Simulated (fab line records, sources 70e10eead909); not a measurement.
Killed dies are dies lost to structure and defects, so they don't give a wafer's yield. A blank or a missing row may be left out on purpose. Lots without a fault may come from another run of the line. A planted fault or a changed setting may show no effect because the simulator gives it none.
fab line records | flow nand_harc
record lots=5 wafers=15 last_day=25
route steps=1159 shown A_CONTACT@924
lots that met no fault: from a run of the same line without faults
start_h: hours from the record's first day to the start of the lot's first wafer shown | wait_h: hours since the lot's step before | " the same as in the row above | L1.1+2: a row that stands for several wafers | - no value, or no start given | * or withheld: withheld | < > ~ a bound
route shown NAME@n: a module of which the file shows steps, and the number in the route of the first | usual: mean/standard deviation of fault-free wafers | same: alike in all rows | chamber/n: place in a boat | sites: the reading at each site | _std_site: their standard deviation | _edge_site: outer sites' mean less inner sites' | radius_mm: how far each site lies from the wafer's centre | mask NAME#n: copy n | behind: the tool/chamber that last shaped the wafer | hold: why the lot was held/for how many hours/how that ended | device: the transistor (n, p or np) that didn't switch | end of line: the same wafers' tests at the end of the route | a step without rows: its recipe alone | killed: dies lost to structure and defects at the first sort, not the wafer's yield | map: a wafer's dies, x killed, . not, _ none there
set.NAME: the setting as run; set.NAME@STEP: as run at that earlier step | model.NAME: the simulator's own value behind a step, which no gauge read
lots at some steps of the route; a table a step, a row a wafer
services: from which hour (start_h, from the record's first day; less than 0 if before it) a tool's chamber was out of use, for how many hours, and why
## steps
# step NHARC_A_CONTACT_DEP_85
# recipe target_thk_a=500 target_thk_nm=50 temp_c=400 pressure_torr=3.5 flow_sccm=200 rf_w=350 material=SiON
# usual heater_power_w=770/120
# columns lot.wafer tool chamber start_h wait_h heater_power_w
L077.1 pecvd-04 1 395.20 1.1 713
L077.3 " 2 " " 789
L077.6 " 0 " " 621
L084.3 pecvd-03 0 442.54 0.7 1004
L084.4 " 2 " " 789
L084.6 " 1 " " 702
L087.1 pecvd-04 1 456.02 1.1 720
L087.5 " 0 " " 553
L087.6 " 2 " " 848
L093.2 pecvd-03 2 490.91 0.9 744
L093.6 " 1 " " 678
L093.5 " 0 " " 1000
L097.1 pecvd-04 1 541.82 1.1 770
L097.3 " 0 " " 637
L097.5 " 0 " " 651
# step NHARC_A_CONTACT_DEHYDRATE_00
# recipe temp_c=150 time_s=120
# columns lot.wafer tool chamber start_h wait_h
L077.1+3+6 litho_track-06 0 395.50 0.3
L084.3+4+6 litho_track-01 0 442.78 0.2
L087.1+5+6 litho_track-01 0 456.27 0.2
L093.2+5+6 litho_track-01 0 491.16 0.2
L097.1+3+5 litho_track-06 0 542.13 0.3
# step NHARC_A_CONTACT_HMDS_01
# recipe time_s=30
# columns lot.wafer tool chamber start_h wait_h
L077.1+3+6 litho_track-06 0 - -
L084.3+4+6 litho_track-01 0 - -
L087.1+5+6 litho_track-01 0 - -
L093.2+5+6 litho_track-01 0 - -
L097.1+3+5 litho_track-06 0 - -
# step NHARC_A_CONTACT_COAT_86
# recipe temp_c=260 time_s=75
# columns lot.wafer tool chamber start_h wait_h
L077.1+3+6 litho_track-06 0 - -
L084.3+4+6 litho_track-01 0 - -
L087.1+5+6 litho_track-01 0 - -
L093.2+5+6 litho_track-01 0 - -
L097.1+3+5 litho_track-06 0 - -
# step NHARC_A_CONTACT_COAT_87
# recipe temp_c=225 time_s=65
# columns lot.wafer tool chamber start_h wait_h
L077.1+3+6 litho_track-06 0 - -
L084.3+4+6 litho_track-01 0 - -
L087.1+5+6 litho_track-01 0 - -
L093.2+5+6 litho_track-01 0 - -
L097.1+3+5 litho_track-06 0 - -
# step NHARC_A_CONTACT_COAT_02
# recipe spin_rpm=1500 resist_thk_nm=90
# columns lot.wafer tool chamber start_h wait_h
L077.1+3+6 litho_track-06 0 - -
L084.3+4+6 litho_track-01 0 - -
L087.1+5+6 litho_track-01 0 - -
L093.2+5+6 litho_track-01 0 - -
L097.1+3+5 litho_track-06 0 - -
# step NHARC_A_CONTACT_SOFTBAKE_03
# recipe temp_c=105 time_s=55
# columns lot.wafer tool chamber start_h wait_h
L077.1+3+6 litho_track-06 0 - -
L084.3+4+6 litho_track-01 0 - -
L087.1+5+6 litho_track-01 0 - -
L093.2+5+6 litho_track-01 0 - -
L097.1+3+5 litho_track-06 0 - -
# step NHARC_A_CONTACT_EBR_04
# columns lot.wafer tool chamber start_h wait_h
L077.1+3+6 litho_track-06 0 - -
L084.3+4+6 litho_track-01 0 - -
L087.1+5+6 litho_track-01 0 - -
L093.2+5+6 litho_track-01 0 - -
L097.1+3+5 litho_track-06 0 - -
# step NHARC_A_CONTACT_EXPOSE_05
# recipe na=1.35 sigma_outer=0.8 dose_mj=84.24 mask_id=A_CC
# usual exposure_dose_mJ_cm2=84.23/0.092
# columns lot.wafer tool chamber start_h wait_h mask exposure_dose_mJ_cm2
L077.1 arfi_scanner-03 0 395.81 - A_CC#0 84.40
L077.3 " 0 " " A_CC#0 84.38
L077.6 " 0 " " A_CC#0 84.35
L084.3 arfi_scanner-03 0 443.10 - A_CC#0 84.12
L084.4 " 0 " " A_CC#0 84.12
L084.6 " 0 " " A_CC#0 84.20
L087.1 arfi_scanner-03 0 456.58 - A_CC#0 84.16
L087.5 " 0 " " A_CC#0 84.17
L087.6 " 0 " " A_CC#0 84.22
L093.2 arfi_scanner-01 0 491.35 - A_CC#0 84.22
L093.5 " 0 " " A_CC#0 84.03
L093.6 " 0 " " A_CC#0 84.19
L097.1 arfi_scanner-03 0 542.44 - A_CC#0 84.39
L097.3 " 0 " " A_CC#0 84.26
L097.5 " 0 " " A_CC#0 84.41
# step NHARC_A_CONTACT_PEB_06
# recipe peb_temp_c=100 peb_time_s=65
# same peb_time_s=65
# columns lot.wafer tool chamber start_h wait_h
L077.1+3+6 litho_track-01 0 395.87 0.1
L084.3+4+6 litho_track-04 0 443.15 0.0
L087.1+5+6 litho_track-01 0 456.64 0.1
L093.2+5+6 litho_track-06 0 491.40 0.1
L097.1+3+5 litho_track-01 0 542.50 0.1
# step NHARC_A_CONTACT_DEVELOP_07
# recipe develop_time_s=35 dev_temp_c=23
# columns lot.wafer tool chamber start_h wait_h
L077.1+3+6 litho_track-01 0 - -
L084.3+4+6 litho_track-04 0 - -
L087.1+5+6 litho_track-01 0 - -
L093.2+5+6 litho_track-06 0 - -
L097.1+3+5 litho_track-01 0 - -
# step NHARC_A_CONTACT_CD_MEAS_08
# recipe target_cd_nm=100 landing_energy_ev=500
# usual cd_nm=100.0/0.45
# same landing_energy_ev=500
# columns lot.wafer tool chamber start_h wait_h cd_nm
L077.1 cd_sem-01 0 395.95 - 100.1
L077.3 " 0 " " 100.9
L077.6 " 0 " " 100.4
L084.3 cd_sem-01 0 443.24 - 99.4
L084.4 " 0 " " 99.8
L084.6 " 0 " " 100.4
L087.1 cd_sem-01 0 456.72 - 100.1
L087.5 " 0 " " 100.3
L087.6 " 0 " " 100.3
L093.2 cd_sem-02 0 491.48 - 100.1
L093.5 " 0 " " 100.5
L093.6 " 0 " " 100.1
L097.1 cd_sem-03 0 542.58 - 100.1
L097.3 " 0 " " 99.7
L097.5 " 0 " " 100.7
# step NHARC_A_CONTACT_OVL_MEAS_09
# usual overlay_x_nm=0.2/0.85 overlay_y_nm=0.0/0.95
# columns lot.wafer tool chamber start_h wait_h overlay_x_nm overlay_y_nm
L077.1 overlay-01 - 396.04 - 0.1 -0.5
L077.3 " - " " 0.7 -0.8
L077.6 " - " " -0.1 -0.4
L084.3 overlay-02 - 443.32 - 1.1 0.6
L084.4 " - " " 0.6 -0.6
L084.6 " - " " 0.3 -0.2
L087.1 overlay-02 - 456.81 - -1.6 -0.3
L087.5 " - " " -1.2 0.4
L087.6 " - " " -1.3 -0.4
L093.2 overlay-01 - 491.57 - -0.2 -0.2
L093.5 " - " " 1.2 -1.0
L093.6 " - " " -0.1 -0.5
L097.1 overlay-01 - 542.67 - -0.8 -1.6
L097.3 " - " " -0.8 -2.0
L097.5 " - " " -0.8 -2.1
# step NHARC_A_CONTACT_INSPECT_10
# usual raw_defect_count=27/15
# columns lot.wafer tool chamber start_h wait_h raw_defect_count
L077.1 defect_inspect-02 - 396.07 0.0 20
L077.3 " - " " 23
L077.6 " - " " 21
L084.3 defect_inspect-02 - 443.36 0.0 38
L084.4 " - " " 32
L084.6 " - " " 47
L087.1 defect_inspect-01 - 456.85 0.0 12
L087.5 " - " " 15
L087.6 " - " " 7
L093.2 defect_inspect-02 - 491.61 0.0 41
L093.5 " - " " 40
L093.6 " - " " 59
L097.1 defect_inspect-02 - 542.71 0.0 55
L097.3 " - " " 53
L097.5 " - " " 43
# step NHARC_A_CONTACT_DESCUM_13
# recipe time_s=3 o2_flow_sccm=200 ar_flow_sccm=0 bias_power_w=0 chemistry=O2
# usual drypump_motor_current_A=5.9/0.42 oes_product_au=1.002/0.0089 rf_vpp_V=57.7/0.9 showerhead_plenum_p_Torr=1.90/0.055 throttle_valve_pct=11.311/0.0094
# columns lot.wafer tool chamber start_h wait_h drypump_motor_current_A oes_product_au rf_hours_counter_h rf_vpp_V showerhead_plenum_p_Torr throttle_valve_pct
L077.3 rie_diel-11 1 396.14 0.1 6.6 0.999 6 58.4 1.92 11.314
L077.1 " 3 " " 6.0 1.015 5 58.8 1.86 11.309
L077.6 " 1 " " 6.6 1.004 - 57.8 1.92 11.307
L084.3 rie_diel-13 0 443.46 0.1 5.4 0.989 60 56.8 1.80 11.314
L084.4 " 2 " " 5.6 1.003 - 58.1 1.97 11.299
L084.6 " 3 " " 5.6 0.994 - 56.9 1.85 11.305
L087.1 rie_diel-11 2 456.93 0.1 5.3 0.996 13 58.1 1.98 11.314
L087.6 " 0 " " 6.0 1.005 - 59.9 1.90 11.306
L087.5 " 1 " " 6.6 0.999 - 57.1 1.92 11.315
L093.2 rie_diel-11 3 491.69 0.1 6.0 0.997 28 57.4 1.86 11.302
L093.6 " 0 " " 6.0 0.993 - 57.6 1.90 11.319
L093.5 " 1 " " 6.6 0.993 - 57.8 1.91 11.310
L097.3 rie_diel-11 3 542.79 0.1 6.0 1.000 37 58.4 1.86 11.325
L097.1 " 0 " " 6.0 1.001 34 58.1 1.90 11.309
L097.5 " 2 " " 5.3 1.007 - 58.4 1.98 11.317
# step NHARC_A_CONTACT_ETCH_88
# recipe target_depth_a=390 over_etch_frac=0.3 time_s=65 ion_energy_ev=80 cf4_flow_sccm=150 ar_flow_sccm=0 rf_w=300 bias_w=100 chemistry=CF4
# usual bias_w=100.04/0.26 drypump_motor_current_A=5.9/0.41 oes_product_au=1.003/0.0083 rf_vpp_V=151.2/1.1 showerhead_plenum_p_Torr=1.76/0.046 throttle_valve_pct=13.284/0.0091
# columns lot.wafer tool chamber start_h wait_h bias_w drypump_motor_current_A oes_product_au rf_hours_counter_h rf_vpp_V showerhead_plenum_p_Torr throttle_valve_pct
L077.3 rie_diel-11 3 396.25 0.1 99.65 6.0 1.010 5 150.4 1.73 13.282
L077.1 " 0 " " 100.32 6.0 1.002 6 152.4 1.76 13.266
L077.6 " 3 " " 99.73 6.0 1.022 - 150.9 1.73 13.295
L084.3 rie_diel-13 0 443.68 0.2 99.55 5.5 0.999 60 149.8 1.68 13.287
L084.4 " 3 " " 99.82 5.6 0.998 - 151.6 1.72 13.277
L084.6 " 0 " " 99.67 5.4 0.997 - 149.9 1.68 13.276
L087.1 rie_diel-11 2 457.01 0.1 100.21 5.3 0.994 13 152.3 1.83 13.301
L087.6 " 0 " " 99.99 6.0 0.995 - 150.6 1.76 13.291
L087.5 " 1 " " 100.22 6.6 0.996 - 150.3 1.77 13.281
L093.2 rie_diel-11 2 491.76 0.1 99.87 5.3 1.013 22 153.0 1.83 13.290
L093.6 " 1 " " 100.34 6.6 1.012 - 151.1 1.77 13.296
L093.5 " 2 " " 99.65 5.3 1.007 - 151.5 1.83 13.288
L097.1 rie_diel-11 2 542.85 0.1 99.75 5.3 0.996 31 151.5 1.82 13.275
L097.3 " 1 " " 99.97 6.6 1.008 35 150.5 1.77 13.292
L097.5 " 2 " " 99.64 5.3 1.006 - 152.8 1.82 13.291
# step NHARC_A_CONTACT_ETCH_89
# recipe target_depth_a=2600 over_etch_frac=0.3 time_s=475.3 ion_energy_ev=200 n2_flow_sccm=150 h2_flow_sccm=150 ar_flow_sccm=0 rf_w=400 bias_w=150 chemistry=N2/H2
# usual bias_w=150.0/0.39 drypump_motor_current_A=5.9/0.41 h2_flow_sccm=150.0/0.41 oes_product_au=1.002/0.0078 rf_vpp_V=429.9/1.8 showerhead_plenum_p_Torr=2.02/0.057 throttle_valve_pct=14.171/0.0091
# columns lot.wafer tool chamber start_h wait_h bias_w drypump_motor_current_A h2_flow_sccm oes_product_au rf_hours_counter_h rf_vpp_V showerhead_plenum_p_Torr throttle_valve_pct
L077.3 rie_diel-11 0 - - 149.9 6.0 150.2 0.989 6 431.1 2.03 14.171
L077.1 " 1 " " 150.4 6.6 149.9 1.012 6 431.6 2.05 14.171
L077.6 " 0 " " 149.9 6.0 150.1 0.999 - 430.1 2.03 14.180
L084.3 rie_diel-13 3 - - 150.3 5.6 149.6 0.991 56 428.1 1.97 14.179
L084.4 " 2 " " 150.0 5.6 150.2 1.003 - 430.9 2.10 14.168
L084.6 " 0 " " 150.7 5.4 150.2 1.004 - 425.9 1.92 14.168
L087.1 rie_diel-11 1 - - 149.9 6.6 150.5 1.003 18 432.0 2.04 14.168
L087.6 " 3 " " 150.0 6.0 149.5 1.006 - 429.1 1.98 14.179
L087.5 " 0 " " 149.7 6.0 150.1 0.987 - 429.6 2.03 14.177
L093.2 rie_diel-11 3 - - 149.8 6.0 149.6 1.009 28 427.9 1.98 14.174
L093.6 " 3 " " 150.2 6.0 150.0 0.993 - 428.4 1.98 14.175
L093.5 " 0 " " 150.1 6.0 149.6 0.995 - 430.6 2.03 14.146
L097.3 rie_diel-11 1 - - 150.2 6.6 150.4 1.006 35 430.6 2.04 14.163
L097.1 " 2 " " 149.2 5.3 150.0 1.003 31 431.4 2.11 14.166
L097.5 " 1 " " 149.4 6.6 150.2 0.989 - 430.3 2.04 14.189
# step NHARC_A_CONTACT_ETCH_30
# recipe target_depth_a=605 time_s=30.2 cf4_flow_sccm=100 chf3_flow_sccm=30 ar_flow_sccm=0 rf_w=500 bias_w=200 chemistry=CF4/CHF3
# usual bias_w=200.0/0.64 chf3_flow_sccm=30.01/0.096 drypump_motor_current_A=5.9/0.4 oes_product_au=0.935/0.019 rf_vpp_V=370.2/1.5 showerhead_plenum_p_Torr=1.56/0.04 throttle_valve_pct=16.801/0.01
# columns lot.wafer tool chamber start_h wait_h bias_w chf3_flow_sccm drypump_motor_current_A oes_product_au rf_hours_counter_h rf_vpp_V showerhead_plenum_p_Torr throttle_valve_pct
L077.3 rie_diel-11 3 - - 200.5 30.03 6.0 0.969 6 369.9 1.54 16.784
L077.1 " 1 " " 200.5 29.98 6.6 0.958 6 370.7 1.58 16.810
L077.6 " 3 " " 200.6 29.96 6.0 0.970 - 369.5 1.54 16.791
L084.3 rie_diel-13 3 - - 200.8 30.05 5.6 0.927 57 369.8 1.52 16.791
L084.6 " 2 " " 200.7 30.07 5.6 0.929 - 372.2 1.62 16.799
L084.4 " 3 " " 201.3 30.03 5.6 0.916 - 368.2 1.52 16.812
L087.1 rie_diel-11 2 - - 198.9 30.00 5.3 0.929 13 372.2 1.63 16.781
L087.6 " 0 " " 200.8 29.88 6.0 0.926 - 369.7 1.57 16.815
L087.5 " 1 " " 199.2 30.00 6.6 0.931 - 370.6 1.58 16.819
L093.2 rie_diel-11 2 - - 199.0 29.93 5.3 0.995 22 373.9 1.62 16.819
L093.5 " 2 " " 199.1 30.00 5.3 0.998 - 371.3 1.62 16.810
L093.6 " 3 " " 200.8 30.13 6.0 0.982 - 369.6 1.53 16.795
L097.3 rie_diel-11 0 - - 200.4 30.06 6.0 0.923 34 371.4 1.56 16.815
L097.1 " 2 " " 199.8 29.97 5.3 0.934 31 373.5 1.62 16.803
L097.5 " 0 " " 201.4 30.09 6.0 0.924 - 370.0 1.56 16.800
# step NHARC_A_CONTACT_ETCH_31
# recipe target_depth_a=20000 over_etch_frac=0.3 time_s=520 ion_energy_ev=150 o2_flow_sccm=400 cos_flow_sccm=20 ar_flow_sccm=0 rf_w=500 bias_w=300 chemistry=O2/COS
# usual bias_w=299.9/0.95 drypump_motor_current_A=5.9/0.42 oes_product_au=1.002/0.0094 rf_vpp_V=313.8/1.3 showerhead_plenum_p_Torr=3.10/0.086 throttle_valve_pct=28.332/0.009
# columns lot.wafer tool chamber start_h wait_h bias_w drypump_motor_current_A oes_product_au rf_hours_counter_h rf_vpp_V showerhead_plenum_p_Torr throttle_valve_pct
L077.1 rie_diel-11 3 - - 301.0 6.0 1.014 6 312.5 3.05 28.311
L077.3 " 1 " " 299.9 6.6 1.005 6 314.0 3.13 28.339
L077.6 " 3 " " 298.7 6.0 1.013 - 312.6 3.05 28.327
L084.3 rie_diel-13 2 - - 299.4 5.6 0.991 59 316.4 3.21 28.315
L084.4 " 2 " " 299.3 5.6 1.007 - 316.0 3.21 28.322
L084.6 " 3 " " 300.9 5.6 0.998 - 312.3 3.03 28.332
L087.1 rie_diel-11 1 - - 298.8 6.6 1.013 18 315.1 3.13 28.318
L087.5 " 3 " " 298.2 6.0 1.012 - 313.2 3.04 28.330
L087.6 " 0 " " 300.1 6.1 1.006 - 314.2 3.11 28.330
L093.2 rie_diel-11 0 - - 300.6 6.0 0.991 26 311.8 3.10 28.312
L093.6 " 2 " " 300.6 5.3 1.002 - 314.2 3.22 28.323
L093.5 " 3 " " 298.7 6.0 1.002 - 312.6 3.04 28.345
L097.3 rie_diel-11 0 - - 299.4 6.0 0.998 34 311.7 3.10 28.333
L097.1 " 2 " " 298.8 5.3 1.019 31 316.2 3.22 28.338
L097.5 " 3 " " 299.3 6.0 1.013 - 312.5 3.03 28.348
# step NHARC_A_CONTACT_ETCH_134
# recipe source_w=withheld pressure_mtorr=20 bias_v=withheld time_s=140 target_depth_a=7000 ar_flow_sccm=withheld c4f8_flow_sccm=withheld o2_flow_sccm=withheld chemistry=C4F8/O2/Ar
# columns lot.wafer tool chamber start_h wait_h rf_hours_counter_h
L077.1 har_cap_etch-02 0 397.30 - 13
L077.3 " 0 " " -
L077.6 " 1 " " -
L084.3 har_cap_etch-02 1 445.04 - -
L084.4 " 0 " " -
L084.6 " 1 " " -
L087.1 har_cap_etch-03 1 457.90 - 96
L087.5 " 1 " " -
L087.6 " 0 " " -
L093.2 har_cap_etch-03 0 492.70 - 104
L093.6 " 1 " " -
L093.5 " 0 " " -
L097.1 har_cap_etch-02 1 543.79 - 40
L097.3 " 0 " " -
L097.5 " 0 " " -
# step NHARC_A_CONTACT_ETCH_135
# recipe source_w=withheld pressure_mtorr=20 bias_v=3000 time_s=132 target_depth_a=12870 ar_flow_sccm=withheld c4f8_flow_sccm=withheld o2_flow_sccm=withheld chemistry=C4F8/O2/Ar
# columns lot.wafer tool chamber start_h wait_h rf_hours_counter_h
L077.1 har_cap_etch-02 0 397.50 0.2 13
L077.3 " 0 " " -
L077.6 " 1 " " -
L084.3 har_cap_etch-02 1 445.21 0.1 -
L084.4 " 0 " " -
L084.6 " 1 " " -
L087.1 har_cap_etch-03 1 458.17 0.2 96
L087.5 " 1 " " -
L087.6 " 0 " " -
L093.2 har_cap_etch-03 0 492.89 0.2 104
L093.6 " 1 " " -
L093.5 " 0 " " -
L097.1 har_cap_etch-02 1 543.98 0.2 40
L097.3 " 0 " " -
L097.5 " 0 " " -
# step NHARC_A_CONTACT_ETCH_136
# recipe source_w=withheld pressure_mtorr=20 bias_v=3000 time_s=132 target_depth_a=12870 ar_flow_sccm=withheld c4f8_flow_sccm=withheld o2_flow_sccm=withheld chemistry=C4F8/O2/Ar
# columns lot.wafer tool chamber start_h wait_h rf_hours_counter_h
L077.1 har_cap_etch-02 0 397.63 0.1 13
L077.3 " 0 " " -
L077.6 " 1 " " -
L084.3 har_cap_etch-02 1 445.33 0.1 -
L084.4 " 0 " " -
L084.6 " 1 " " -
L087.1 har_cap_etch-03 1 458.33 0.1 97
L087.5 " 1 " " -
L087.6 " 0 " " -
L093.2 har_cap_etch-03 0 493.01 0.1 104
L093.6 " 1 " " -
L093.5 " 0 " " -
L097.1 har_cap_etch-02 1 544.10 0.1 40
L097.3 " 0 " " -
L097.5 " 0 " " -
# step NHARC_A_CONTACT_ETCH_137
# recipe source_w=withheld pressure_mtorr=20 bias_v=3000 time_s=132 target_depth_a=12870 ar_flow_sccm=withheld c4f8_flow_sccm=withheld o2_flow_sccm=withheld chemistry=C4F8/O2/Ar
# columns lot.wafer tool chamber start_h wait_h rf_hours_counter_h
L077.1 har_cap_etch-02 0 397.75 0.1 13
L077.3 " 0 " " -
L077.6 " 1 " " -
L084.3 har_cap_etch-02 1 445.45 0.1 -
L084.4 " 0 " " -
L084.6 " 1 " " -
L087.1 har_cap_etch-03 1 458.50 0.1 97
L087.5 " 1 " " -
L087.6 " 0 " " -
L093.2 har_cap_etch-03 0 493.14 0.1 104
L093.6 " 1 " " -
L093.5 " 0 " " -
L097.1 har_cap_etch-02 1 544.22 0.1 41
L097.3 " 0 " " -
L097.5 " 0 " " -
# step NHARC_A_CONTACT_ETCH_138
# recipe source_w=withheld pressure_mtorr=20 bias_v=3000 time_s=132 target_depth_a=12890 ar_flow_sccm=withheld c4f8_flow_sccm=withheld o2_flow_sccm=withheld chemistry=C4F8/O2/Ar
# columns lot.wafer tool chamber start_h wait_h rf_hours_counter_h
L077.1 har_cap_etch-02 0 397.87 0.1 13
L077.3 " 0 " " -
L077.6 " 1 " " -
L084.3 har_cap_etch-02 1 445.57 0.1 -
L084.4 " 0 " " -
L084.6 " 1 " " -
L087.1 har_cap_etch-03 1 458.66 0.1 97
L087.5 " 1 " " -
L087.6 " 0 " " -
L093.2 har_cap_etch-03 0 493.26 0.1 104
L093.6 " 1 " " -
L093.5 " 0 " " -
L097.1 har_cap_etch-02 1 544.34 0.1 41
L097.3 " 0 " " -
L097.5 " 0 " " -
# step NHARC_A_CONTACT_ETCH_139
# recipe source_w=withheld pressure_mtorr=20 bias_v=400 time_s=137 target_depth_a=5900 ar_flow_sccm=withheld c4f8_flow_sccm=11.5 o2_flow_sccm=7.2 chemistry=C4F8/O2/Ar
# columns lot.wafer tool chamber start_h wait_h rf_hours_counter_h
L077.1 har_cap_etch-02 0 398.00 0.1 14
L077.3 " 0 " " -
L077.6 " 1 " " -
L084.3 har_cap_etch-02 1 445.73 0.1 -
L084.4 " 0 " " -
L084.6 " 1 " " -
L087.1 har_cap_etch-03 1 458.82 0.1 97
L087.5 " 1 " " -
L087.6 " 0 " " -
L093.2 har_cap_etch-03 0 493.40 0.1 104
L093.6 " 1 " " -
L093.5 " 0 " " -
L097.1 har_cap_etch-02 1 544.48 0.1 41
L097.3 " 0 " " -
L097.5 " 0 " " -
# step NHARC_A_CONTACT_ETCH_92
# recipe target_depth_a=400 over_etch_frac=0.5 time_s=85.7 ion_energy_ev=120 ch3f_flow_sccm=50 o2_flow_sccm=30 ar_flow_sccm=200 rf_w=500 bias_w=100 chemistry=CH3F/O2
# usual bias_w=100.0/0.32 drypump_motor_current_A=5.9/0.45 oes_product_au=0.933/0.018 rf_vpp_V=244.1/1.3 showerhead_plenum_p_Torr=2.44/0.068 throttle_valve_pct=20.663/0.0084
# columns lot.wafer tool chamber start_h wait_h bias_w drypump_motor_current_A oes_product_au rf_hours_counter_h rf_vpp_V showerhead_plenum_p_Torr throttle_valve_pct
L077.1 rie_diel-11 0 398.40 0.4 99.7 6.0 0.928 6 244.6 2.45 20.656
L077.3 " 1 " " 99.7 6.6 0.939 6 243.2 2.47 20.681
L077.6 " 0 " " 99.7 6.0 0.921 - 243.0 2.45 20.668
L084.4 rie_diel-11 2 446.07 0.3 100.0 5.3 0.926 11 245.5 2.55 20.650
L084.3 " 3 " " 100.0 5.9 0.936 16 244.5 2.39 20.659
L084.6 " 2 " " 99.8 5.3 0.923 - 246.4 2.55 20.660
L087.1 rie_diel-11 1 459.24 0.4 99.9 6.6 0.931 19 246.3 2.46 20.662
L087.6 " 0 " " 100.0 6.0 0.923 - 244.4 2.45 20.659
L087.5 " 1 " " 99.8 6.6 0.936 - 244.4 2.46 20.668
L093.2 rie_diel-11 0 493.77 0.3 100.4 6.0 0.942 26 244.3 2.44 20.675
L093.5 " 0 " " 100.7 6.0 0.950 - 243.9 2.44 20.669
L093.6 " 1 " " 100.1 6.6 0.967 - 244.2 2.46 20.660
L097.3 rie_diel-13 2 544.88 0.3 100.1 5.6 0.925 33 245.6 2.51 20.675
L097.1 " 3 " " 100.8 5.6 0.923 29 243.9 2.37 20.658
L097.5 " 0 " " 99.7 5.4 0.917 - 242.3 2.31 20.668
# step NHARC_A_CONTACT_ETCH_98
# recipe target_depth_a=200 over_etch_frac=0.5 time_s=10 ion_energy_ev=250 c4f6_flow_sccm=25 o2_flow_sccm=20 ar_flow_sccm=500 rf_w=600 bias_w=500 chemistry=C4F6/O2
# usual bias_w=500.1/1.5 drypump_motor_current_A=5.9/0.44 oes_product_au=0.959/0.016 rf_vpp_V=546.3/2.3 showerhead_plenum_p_Torr=3.89/0.1 throttle_valve_pct=26.903/0.0096
# columns lot.wafer tool chamber start_h wait_h bias_w drypump_motor_current_A oes_product_au rf_hours_counter_h rf_vpp_V showerhead_plenum_p_Torr throttle_valve_pct
L077.3 rie_diel-11 0 398.56 0.1 501.3 6.0 0.938 6 546.0 3.91 26.903
L077.1 " 1 " " 501.2 6.6 0.957 6 546.4 3.94 26.910
L077.6 " 1 " " 501.8 6.6 0.947 - 547.4 3.94 26.898
L084.3 rie_diel-11 1 - - 502.2 6.5 0.957 16 547.3 3.93 26.903
L084.4 " 2 " " 499.8 5.3 0.946 11 549.5 4.05 26.894
L084.6 " 1 " " 501.2 6.6 0.950 - 546.6 3.93 26.909
L087.1 rie_diel-11 3 - - 501.4 6.0 0.972 20 545.7 3.83 26.897
L087.5 " 0 " " 500.1 6.1 0.975 - 545.3 3.90 26.896
L087.6 " 1 " " 498.3 6.6 0.971 - 546.5 3.93 26.918
L093.2 rie_diel-11 1 - - 499.8 6.6 0.975 27 547.2 3.92 26.893
L093.6 " 1 " " 500.0 6.6 0.963 - 547.7 3.92 26.900
L093.5 " 2 " " 500.0 5.3 0.968 - 549.1 4.05 26.906
L097.1 rie_diel-13 3 - - 500.1 5.6 0.941 29 543.3 3.79 26.905
L097.3 " 0 " " 499.6 5.5 0.944 27 541.8 3.70 26.926
L097.5 " 0 " " 499.0 5.5 0.936 - 541.6 3.70 26.890
# step NHARC_A_CONTACT_CD_MEAS_15
# usual cd_nm=90.1/0.41
# columns lot.wafer tool chamber start_h wait_h cd_nm
L077.1 cd_sem-01 - 398.65 - 90.2
L077.3 " - " " 90.4
L077.6 " - " " 90.5
L084.3 cd_sem-03 - 446.28 - 90.3
L084.4 " - " " 90.4
L084.6 " - " " 90.6
L087.1 cd_sem-02 - 459.44 - 90.2
L087.5 " - " " 90.0
L087.6 " - " " 90.0
L093.2 cd_sem-01 - 493.99 - 89.8
L093.5 " - " " 89.9
L093.6 " - " " 89.5
L097.1 cd_sem-03 - 545.07 - 90.0
L097.3 " - " " 90.0
L097.5 " - " " 89.8
# step NHARC_A_CONTACT_STRIP_107
# recipe n2_flow_sccm=150 h2_flow_sccm=150 ar_flow_sccm=0 bias_w=0 chemistry=N2/H2
# columns lot.wafer tool chamber start_h wait_h
L077.3+1+6 rie_diel-11 0,1,1 398.72 0.1
L084.3+6+4 rie_diel-13 0,2,0 446.43 0.1
L087.1+6+5 rie_diel-11 2,1,2 459.53 0.1
L093.2+5+6 rie_diel-08 1,0,1 494.08 0.1
L097.1+3+5 rie_diel-13 3,2,3 545.18 0.1
# step NHARC_A_CONTACT_STRIP_108
# recipe cf4_flow_sccm=100 chf3_flow_sccm=30 ar_flow_sccm=0 bias_w=0 chemistry=CF4/CHF3
# columns lot.wafer tool chamber start_h wait_h
L077.3+1+6 rie_diel-11 0,1,1 398.84 0.1
L084.3+4+6 rie_diel-13 2,3,0 446.53 0.1
L087.1+5+6 rie_diel-11 0,2,3 459.62 0.1
L093.2+6+5 rie_diel-08 3,0,1 494.34 0.3
L097.1+3+5 rie_diel-13 1,3,1 545.47 0.3
# step NHARC_A_CONTACT_STRIP_109
# recipe o2_flow_sccm=400 cos_flow_sccm=20 ar_flow_sccm=0 bias_w=0 chemistry=O2/COS
# columns lot.wafer tool chamber start_h wait_h
L077.3+1+6 rie_diel-11 1,3,0 398.90 0.1
L084.3+4+6 rie_diel-13 2,2,3 446.68 0.2
L087.1+6+5 rie_diel-11 1,1,2 459.73 0.1
L093.2+5+6 rie_diel-08 1,2,3 494.41 0.1
L097.3+1+5 rie_diel-13 3,0,1 545.56 0.1
## services
# columns tool chamber start_h hours kind
rie_diel-11 0 375.63 - clean
rie_diel-11 1 375.63 - clean
rie_diel-11 2 375.63 - clean
rie_diel-11 3 375.63 - clean
pecvd-04 - 376.12 13.0 pm
rie_diel-11 2 386.94 17.8 repair
rie_diel-11 0 400.22 - clean
rie_diel-13 3 406.65 3.8 repair
rie_diel-08 1 406.89 2.9 repair
rie_diel-13 1 434.77 22.8 repair
arfi_scanner-01 - 435.87 1.3 repair
rie_diel-11 0 437.48 8.0 repair
litho_track-01 - 443.00 7.0 pm
rie_diel-13 - 453.66 9.0 pm
litho_track-06 - 467.00 7.0 pm
pecvd-03 - 473.00 13.0 pm
rie_diel-08 - 478.84 9.0 pm
arfi_scanner-03 - 484.00 4.0 pm
rie_diel-13 0 490.67 14.3 repair
litho_track-04 - 491.00 7.0 pm
pecvd-04 2 539.23 5.6 repair
arfi_scanner-01 - 540.00 4.0 pm
rie_diel-11 - 543.63 9.0 pm
har_cap_etch-03 - 545.00 17.0 pm
## key
fault none
